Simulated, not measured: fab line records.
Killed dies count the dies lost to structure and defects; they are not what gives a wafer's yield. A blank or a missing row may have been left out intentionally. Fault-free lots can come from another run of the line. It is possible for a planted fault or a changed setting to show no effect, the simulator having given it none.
fab line records | flow nand_harc
[record] lots = 14 | wafers = 42 | last_day = 34
route steps=1302 shown A_CONTACT@1053
lots untouched by any fault: they come from a run of this same line in which no faults occurred
start_h: start of the lot's first displayed wafer, in hours after the record's first day | wait_h: hours since the lot's step before | " the same as in the row above | L1.1+2: a single row standing in for several wafers | - either no value or no given start | * or withheld: withheld | < > ~ a bound
route shown NAME@n: a module of which the file shows steps, and the number in the route of the first | usual: the fault-free wafers' mean and standard deviation | same: alike in all rows | chamber/n: place in a boat | sites: per-site readings | _std_site: standard deviation across them | _edge_site: outer sites' mean less inner sites' | radius_mm: how far each site lies from the wafer's centre | mask NAME#n: copy n | behind: the most recent tool/chamber to have shaped the wafer | hold: cause of the lot's hold/its duration in hours/its outcome | device: names the non-switching transistor (n, p or np) | end of line: the tests these same wafers got at the end of their route | step lacking rows: just its recipe | killed: count of dies lost to structure and defects at first sort (not the wafer's yield) | map: per-die view of a wafer (x killed, . not killed, _ where there is no die)
set.NAME: the setting as run; set.NAME@STEP: as run at that earlier step | model.NAME: the simulator's own value behind a step, which no gauge read
one table for each step of the route and one row for each wafer, over a sample of lots
services: from which hour (start_h, from the record's first day; less than 0 if before it) a tool's chamber was out of use, for how many hours, and why
[[steps]]
[step NHARC_A_CONTACT_ETCH_130]
[recipe] source_w = withheld | pressure_mtorr = 20 | bias_v = 3000 | time_s = 197 | target_depth_a = 19180 | ar_flow_sccm = withheld | c4f8_flow_sccm = withheld | o2_flow_sccm = withheld | chemistry = C4F8/O2/Ar
[usual] chamber_pressure_mTorr = 19.999/0.016 | oes_air_line_au = 1.001/0.019
lot.wafer | tool            | chamber | start_h | wait_h | chamber_pressure_mTorr | oes_air_line_au | rf_hours_counter_h
L483.3    | har_cap_etch-01 | 0       | 523.88  | 0.1    | 19.984                 | 0.998           | -
L483.5    | "               | 0       | "       | "      | 20.009                 | 0.991           | -
L483.6    | "               | 1       | "       | "      | 19.989                 | 1.022           | -
L485.2    | har_cap_etch-01 | 0       | 531.94  | 0.1    | 19.996                 | 1.003           | 4
L485.1    | "               | 1       | "       | "      | 20.011                 | 1.009           | 4
L485.3    | "               | 1       | "       | "      | 20.000                 | 0.966           | -
L486.1    | har_cap_etch-02 | 0       | 555.47  | 0.1    | 19.986                 | 0.974           | 93
L486.2    | "               | 1       | "       | "      | 20.013                 | 1.042           | 93
L486.4    | "               | 1       | "       | "      | 20.034                 | 1.016           | -
L487.2    | har_cap_etch-01 | 1       | 558.33  | 0.1    | 19.979                 | 0.972           | 9
L487.6    | "               | 1       | "       | "      | 20.003                 | 0.971           | -
L487.5    | "               | 0       | "       | "      | 19.997                 | 1.006           | -
L488.3    | har_cap_etch-03 | 1       | 581.70  | 0.1    | 19.999                 | 0.971           | -
L488.4    | "               | 0       | "       | "      | 20.015                 | 1.032           | -
L488.5    | "               | 1       | "       | "      | 20.035                 | 0.961           | -
L489.1    | har_cap_etch-03 | 0       | 600.01  | 0.1    | 19.977                 | 1.010           | 57
L489.3    | "               | 0       | "       | "      | 19.988                 | 1.007           | -
L489.5    | "               | 1       | "       | "      | 19.970                 | 1.004           | -
L491.2    | har_cap_etch-03 | 0       | 605.39  | 0.1    | 20.024                 | 1.000           | 59
L491.4    | "               | 0       | "       | "      | 20.006                 | 0.998           | -
L491.3    | "               | 1       | "       | "      | 20.001                 | 1.013           | -
L492.2    | har_cap_etch-01 | 1       | 613.98  | 0.1    | 19.982                 | 0.993           | 19
L492.6    | "               | 1       | "       | "      | 20.001                 | 1.030           | -
L492.5    | "               | 0       | "       | "      | 20.042                 | 1.007           | -
L493.1    | har_cap_etch-03 | 0       | 630.11  | 0.1    | 19.996                 | 1.012           | 64
L493.2    | "               | 1       | "       | "      | 19.984                 | 1.019           | 64
L493.4    | "               | 0       | "       | "      | 20.005                 | 0.983           | -
L502.2    | har_cap_etch-03 | 1       | 709.94  | 0.1    | 19.976                 | 1.025           | 78
L502.3    | "               | 1       | "       | "      | 19.993                 | 1.020           | -
L502.5    | "               | 0       | "       | "      | 19.981                 | 1.027           | -
L501.2    | har_cap_etch-02 | 1       | 719.71  | 0.1    | 20.015                 | 0.980           | 122
L501.4    | "               | 0       | "       | "      | 20.029                 | 0.984           | -
L501.3    | "               | 1       | "       | "      | 20.005                 | 0.995           | -
L504.2    | har_cap_etch-01 | 0       | 723.02  | 0.1    | 20.008                 | 1.003           | 40
L504.4    | "               | 1       | "       | "      | 20.023                 | 0.998           | -
L504.5    | "               | 1       | "       | "      | 19.975                 | 1.007           | -
L503.1    | har_cap_etch-03 | 0       | 725.45  | 0.1    | 19.995                 | 0.989           | 81
L503.3    | "               | 0       | "       | "      | 20.015                 | 0.964           | -
L503.6    | "               | 0       | "       | "      | 20.004                 | 1.014           | -
L505.1    | har_cap_etch-03 | 0       | 750.38  | 0.1    | 20.005                 | 0.981           | 84
L505.4    | "               | 1       | "       | "      | 20.015                 | 0.992           | -
L505.3    | "               | 0       | "       | "      | 19.986                 | 1.022           | -
[step NHARC_A_CONTACT_STRIP_82]
[recipe] o2_flow_sccm = 500 | ar_flow_sccm = 0 | bias_w = 0 | chemistry = O2
[usual] drypump_motor_current_A = 5.7/0.42 | oes_product_au = 0.996/0.011 | rf_vpp_V = 57.7/0.8 | showerhead_plenum_p_Torr = 3.49/0.11 | throttle_valve_pct = 17.036/0.0087
lot.wafer | tool        | chamber | start_h | wait_h | drypump_motor_current_A | oes_product_au | rf_hours_counter_h | rf_vpp_V | showerhead_plenum_p_Torr | throttle_valve_pct
L483.3    | rie_diel-08 | 3       | -       | -      | 6.1                     | 1.002          | 25                 | 58.7     | 3.41                     | 17.028
L483.5    | "           | 0       | "       | "      | 5.9                     | 1.014          | -                  | 56.6     | 3.43                     | 17.045
L483.6    | "           | 2       | "       | "      | 6.0                     | 0.988          | -                  | 57.7     | 3.46                     | 17.047
L485.3    | rie_diel-08 | 0       | -       | -      | 5.9                     | 1.024          | 29                 | 57.8     | 3.43                     | 17.051
L485.2    | "           | 2       | "       | "      | 6.0                     | 0.996          | 26                 | 58.8     | 3.46                     | 17.034
L485.1    | "           | 3       | "       | "      | 6.2                     | 1.018          | 28                 | 59.0     | 3.41                     | 17.020
L486.1    | rie_diel-08 | 2       | -       | -      | 6.0                     | 0.996          | 1                  | 57.4     | 3.46                     | 17.053
L486.2    | "           | 3       | "       | "      | 6.2                     | 1.014          | 1                  | 58.3     | 3.40                     | 17.037
L486.4    | "           | 0       | "       | "      | 5.9                     | 1.004          | -                  | 58.1     | 3.43                     | 17.036
L487.2    | rie_diel-03 | 2       | -       | -      | 5.5                     | 1.007          | 35                 | 56.8     | 3.49                     | 17.038
L487.6    | "           | 3       | "       | "      | 5.1                     | 1.003          | -                  | 57.8     | 3.44                     | 17.029
L487.5    | "           | 0       | "       | "      | 6.1                     | 0.972          | -                  | 56.1     | 3.51                     | 17.044
L488.4    | rie_diel-02 | 1       | -       | -      | 6.2                     | 0.978          | 1                  | 59.1     | 3.74                     | 17.032
L488.3    | "           | 2       | "       | "      | 4.9                     | 0.995          | 1                  | 56.9     | 3.49                     | 17.033
L488.5    | "           | 0       | "       | "      | 5.2                     | 0.983          | -                  | 58.3     | 3.53                     | 17.035
L489.1    | rie_diel-08 | 1       | -       | -      | 5.9                     | 0.992          | 7                  | 55.3     | 3.43                     | 17.038
L489.3    | "           | 2       | "       | "      | 6.0                     | 0.987          | 11                 | 57.1     | 3.45                     | 17.033
L489.5    | "           | 0       | "       | "      | 5.9                     | 0.989          | -                  | 56.4     | 3.43                     | 17.028
L491.4    | rie_diel-08 | 3       | -       | -      | 6.2                     | 1.002          | 13                 | 57.2     | 3.40                     | 17.028
L491.2    | "           | 0       | "       | "      | 5.9                     | 1.000          | 13                 | 57.9     | 3.42                     | 17.044
L491.3    | "           | 1       | "       | "      | 5.8                     | 0.997          | 8                  | 58.2     | 3.42                     | 17.031
L492.2    | rie_diel-08 | 0       | -       | -      | 5.9                     | 1.010          | 16                 | 58.0     | 3.42                     | 17.030
L492.6    | "           | 3       | "       | "      | 6.2                     | 1.002          | -                  | 57.6     | 3.40                     | 17.041
L492.5    | "           | 0       | "       | "      | 5.9                     | 0.999          | -                  | 58.3     | 3.42                     | 17.035
L493.2    | rie_diel-03 | 3       | -       | -      | 5.1                     | 0.995          | 36                 | 58.2     | 3.43                     | 17.030
L493.4    | "           | 0       | "       | "      | 6.1                     | 1.000          | 42                 | 59.5     | 3.51                     | 17.040
L493.1    | "           | 1       | "       | "      | 5.8                     | 0.992          | 44                 | 57.5     | 3.78                     | 17.036
L502.3    | rie_diel-08 | 3       | -       | -      | 6.2                     | 0.994          | 30                 | 57.6     | 3.39                     | 17.039
L502.2    | "           | 2       | "       | "      | 6.0                     | 0.998          | 30                 | 56.9     | 3.44                     | 17.035
L502.5    | "           | 0       | "       | "      | 5.9                     | 0.997          | -                  | 58.0     | 3.42                     | 17.052
L501.4    | rie_diel-08 | 2       | -       | -      | 6.0                     | 0.996          | 32                 | 57.6     | 3.44                     | 17.031
L501.3    | "           | 3       | "       | "      | 6.1                     | 0.992          | 32                 | 57.0     | 3.39                     | 17.044
L501.2    | "           | 0       | "       | "      | 5.9                     | 0.999          | 32                 | 57.4     | 3.41                     | 17.023
L504.2    | rie_diel-02 | 1       | -       | -      | 6.2                     | 0.987          | 54                 | 57.7     | 3.71                     | 17.018
L504.5    | "           | 0       | "       | "      | 5.2                     | 0.991          | -                  | 58.1     | 3.50                     | 17.037
L504.4    | "           | 1       | "       | "      | 6.2                     | 0.989          | -                  | 58.4     | 3.71                     | 17.031
L503.3    | rie_diel-02 | 0       | -       | -      | 5.2                     | 0.996          | 54                 | 57.9     | 3.50                     | 17.039
L503.1    | "           | 2       | "       | "      | 4.9                     | 0.998          | 59                 | 57.3     | 3.45                     | 17.053
L503.6    | "           | 1       | "       | "      | 6.2                     | 0.983          | -                  | 58.6     | 3.71                     | 17.021
L505.3    | rie_diel-08 | 1       | -       | -      | 5.8                     | 1.000          | 5                  | 56.8     | 3.41                     | 17.029
L505.1    | "           | 2       | "       | "      | 6.0                     | 0.994          | 5                  | 58.0     | 3.44                     | 17.041
L505.4    | "           | 0       | "       | "      | 5.9                     | 1.015          | 3                  | 58.6     | 3.41                     | 17.034
[step NHARC_A_CONTACT_CD_MEAS_08]
[recipe] target_cd_nm = 200 | landing_energy_ev = 500
[usual] cd_nm = 199.7/0.52
lot.wafer | tool      | chamber | start_h | wait_h | cd_nm
L483.3    | cd_sem-02 | 0       | 529.87  | -      | 200.1
L483.5    | "         | 0       | "       | "      | 199.2
L483.6    | "         | 0       | "       | "      | 199.8
L485.1    | cd_sem-01 | 0       | 537.73  | -      | 200.4
L485.2    | "         | 0       | "       | "      | 199.9
L485.3    | "         | 0       | "       | "      | 199.0
L486.1    | cd_sem-02 | 0       | 563.37  | -      | 200.1
L486.2    | "         | 0       | "       | "      | 199.4
L486.4    | "         | 0       | "       | "      | 200.8
L487.2    | cd_sem-02 | 0       | 566.04  | -      | 199.2
L487.5    | "         | 0       | "       | "      | 199.6
L487.6    | "         | 0       | "       | "      | 200.1
L488.3    | cd_sem-03 | 0       | 587.97  | -      | 199.9
L488.4    | "         | 0       | "       | "      | 200.1
L488.5    | "         | 0       | "       | "      | 199.5
L489.1    | cd_sem-02 | 0       | 607.64  | -      | 199.6
L489.3    | "         | 0       | "       | "      | 199.1
L489.5    | "         | 0       | "       | "      | 200.0
L491.2    | cd_sem-02 | 0       | 614.29  | -      | 200.1
L491.3    | "         | 0       | "       | "      | 200.3
L491.4    | "         | 0       | "       | "      | 200.4
L492.2    | cd_sem-01 | 0       | 625.55  | -      | 200.4
L492.5    | "         | 0       | "       | "      | 200.4
L492.6    | "         | 0       | "       | "      | 199.4
L493.1    | cd_sem-02 | 0       | 635.49  | -      | 199.3
L493.2    | "         | 0       | "       | "      | 198.9
L493.4    | "         | 0       | "       | "      | 199.7
L502.2    | cd_sem-02 | 0       | 716.04  | -      | 199.4
L502.3    | "         | 0       | "       | "      | 199.9
L502.5    | "         | 0       | "       | "      | 199.0
L501.2    | cd_sem-03 | 0       | 725.36  | -      | 199.4
L501.3    | "         | 0       | "       | "      | 199.5
L501.4    | "         | 0       | "       | "      | 200.0
L504.2    | cd_sem-01 | 0       | 729.11  | -      | 201.0
L504.4    | "         | 0       | "       | "      | 199.5
L504.5    | "         | 0       | "       | "      | 199.3
L503.1    | cd_sem-01 | 0       | 731.24  | -      | 201.0
L503.3    | "         | 0       | "       | "      | 200.2
L503.6    | "         | 0       | "       | "      | 200.2
L505.1    | cd_sem-02 | 0       | 755.35  | -      | 200.3
L505.3    | "         | 0       | "       | "      | 199.1
L505.4    | "         | 0       | "       | "      | 200.0
[step NHARC_A_CONTACT_ETCH_138]
[recipe] source_w = withheld | pressure_mtorr = 20 | bias_v = 1200 | time_s = 311 | target_depth_a = 19140 | ar_flow_sccm = withheld | c4f8_flow_sccm = withheld | o2_flow_sccm = withheld | chemistry = C4F8/O2/Ar
[usual] chamber_pressure_mTorr = 20.000/0.019 | oes_air_line_au = 1.001/0.022
lot.wafer | tool            | chamber | start_h | wait_h | chamber_pressure_mTorr | oes_air_line_au | rf_hours_counter_h
L483.3    | har_cap_etch-03 | 1       | 533.21  | 0.2    | 19.987                 | 0.982           | -
L483.5    | "               | 0       | "       | "      | 19.980                 | 0.988           | -
L483.6    | "               | 1       | "       | "      | 20.016                 | 1.012           | -
L485.2    | har_cap_etch-02 | 1       | 540.28  | 0.2    | 20.021                 | 1.006           | 92
L485.1    | "               | 0       | "       | "      | 19.974                 | 0.954           | 92
L485.3    | "               | 1       | "       | "      | 20.015                 | 1.024           | -
L486.2    | har_cap_etch-03 | 1       | 565.91  | 0.2    | 19.995                 | 1.018           | 53
L486.1    | "               | 0       | "       | "      | 20.007                 | 0.989           | 53
L486.4    | "               | 1       | "       | "      | 19.966                 | 1.010           | -
L487.2    | har_cap_etch-02 | 1       | 568.64  | 0.2    | 20.003                 | 0.957           | 95
L487.6    | "               | 0       | "       | "      | 19.994                 | 0.990           | -
L487.5    | "               | 1       | "       | "      | 20.003                 | 0.969           | -
L488.4    | har_cap_etch-03 | 0       | 591.00  | 0.2    | 20.009                 | 1.011           | -
L488.3    | "               | 1       | "       | "      | 19.984                 | 0.996           | -
L488.5    | "               | 1       | "       | "      | 19.994                 | 0.984           | -
L489.1    | har_cap_etch-02 | 1       | 610.03  | 0.2    | 20.020                 | 0.947           | 103
L489.3    | "               | 0       | "       | "      | 20.009                 | 0.988           | -
L489.5    | "               | 0       | "       | "      | 20.016                 | 0.982           | -
L491.2    | har_cap_etch-03 | 1       | 616.65  | 0.2    | -                      | -               | -
L491.3    | "               | 1       | "       | "      | -                      | -               | -
L491.4    | "               | 0       | "       | "      | -                      | -               | -
L492.2    | har_cap_etch-02 | 1       | 627.93  | 0.2    | -                      | -               | -
L492.6    | "               | 0       | "       | "      | -                      | -               | -
L492.5    | "               | 1       | "       | "      | -                      | -               | -
L493.2    | har_cap_etch-03 | 0       | 637.82  | 0.2    | 20.008                 | 1.013           | 66
L493.1    | "               | 1       | "       | "      | 20.013                 | 0.962           | 66
L493.4    | "               | 1       | "       | "      | 19.988                 | 0.991           | -
L502.2    | har_cap_etch-03 | 1       | 718.37  | 0.2    | 19.998                 | 0.996           | 80
L502.3    | "               | 0       | "       | "      | 20.010                 | 1.022           | -
L502.5    | "               | 0       | "       | "      | 19.980                 | 0.979           | -
L501.2    | har_cap_etch-02 | 1       | 728.31  | 0.2    | 20.003                 | 0.987           | 124
L501.4    | "               | 1       | "       | "      | 20.023                 | 1.023           | -
L501.3    | "               | 0       | "       | "      | 20.040                 | 1.008           | -
L504.2    | har_cap_etch-01 | 1       | 731.59  | 0.2    | 20.018                 | 0.964           | 42
L504.4    | "               | 1       | "       | "      | 19.988                 | 0.996           | -
L504.5    | "               | 0       | "       | "      | 20.033                 | 1.004           | -
L503.1    | har_cap_etch-03 | 1       | 733.56  | 0.2    | 20.024                 | 0.978           | 83
L503.3    | "               | 0       | "       | "      | 19.983                 | 1.018           | -
L503.6    | "               | 1       | "       | "      | 20.019                 | 0.994           | -
L505.1    | har_cap_etch-03 | 1       | 757.67  | 0.2    | 19.987                 | 1.008           | 86
L505.3    | "               | 1       | "       | "      | 20.008                 | 0.997           | -
L505.4    | "               | 0       | "       | "      | 19.997                 | 0.992           | -
[[services]]
tool            | chamber | start_h | hours | kind
rie_diel-02     | -       | 504.80  | 1.1   | repair
rie_diel-08     | 1       | 515.47  | 58.7  | repair
rie_diel-08     | 0       | 524.03  | -     | clean
rie_diel-08     | 2       | 524.03  | -     | clean
rie_diel-08     | 3       | 524.03  | -     | clean
rie_diel-08     | -       | 544.80  | 9.0   | pm
rie_diel-08     | 0       | 544.80  | 9.0   | vent_cycle
rie_diel-08     | 2       | 544.80  | 9.0   | vent_cycle
rie_diel-08     | 3       | 544.80  | 9.0   | vent_cycle
rie_diel-03     | 3       | 547.96  | 7.7   | repair
rie_diel-08     | 0       | 553.80  | -     | clean
rie_diel-02     | -       | 571.39  | 9.0   | pm
rie_diel-08     | 0       | 590.40  | 1.3   | repair
rie_diel-03     | 1       | 604.28  | 7.1   | repair
rie_diel-03     | -       | 636.16  | 9.0   | pm
rie_diel-02     | 0       | 653.45  | 3.2   | repair
rie_diel-02     | 1       | 667.45  | 4.3   | repair
rie_diel-03     | 3       | 705.00  | 14.9  | repair
rie_diel-03     | 0       | 714.15  | 7.5   | repair
rie_diel-02     | 3       | 718.45  | 9.2   | repair
rie_diel-08     | -       | 721.80  | 9.0   | pm
rie_diel-02     | -       | 732.72  | 0.4   | repair
rie_diel-02     | -       | 748.39  | 9.0   | pm
har_cap_etch-02 | -       | 756.80  | 17.0  | pm
[[key]]
[first_sign] step = NHARC_A_CONTACT_ETCH_138 | reading = tool_record | direction = missing
effect none on later readings
met_at NHARC_A_CONTACT_ETCH_138
struck_lots L491,L492
later_rows_left_out L491.2,L491.3,L491.4,L492.2,L492.5,L492.6
sort_left_out L491.2,L491.3,L491.4,L492.2,L492.5,L492.6
tester_left_out L491,L492
not_acting_at NHARC_A_CONTACT_ETCH_130,NHARC_A_CONTACT_STRIP_82,NHARC_A_CONTACT_CD_MEAS_08
onset_between 610.03 616.65
[fault] kind = skipped_step_whole | tool = har_cap_etch-02,har_cap_etch-03 | chamber = - | onset_h = 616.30 | steps = NHARC_A_CONTACT_ETCH_138 | scope = struck_lots_only
// tester_left_out: of these lots the tester's yield and bins aren't shown, on N5 and GAA mostly nor the transistor test; their killed dies are dies lost to structure and defects alone, not to doping, threshold or leakage, so they don't give the yield
// sort_left_out: the simulated sort isn't trusted on such a fault, so these wafers' sort isn't shown, and their yield isn't known
// later_rows_left_out: the simulator's readings of these wafers behind a module that went badly wrong aren't trusted and aren't shown, but for the sort
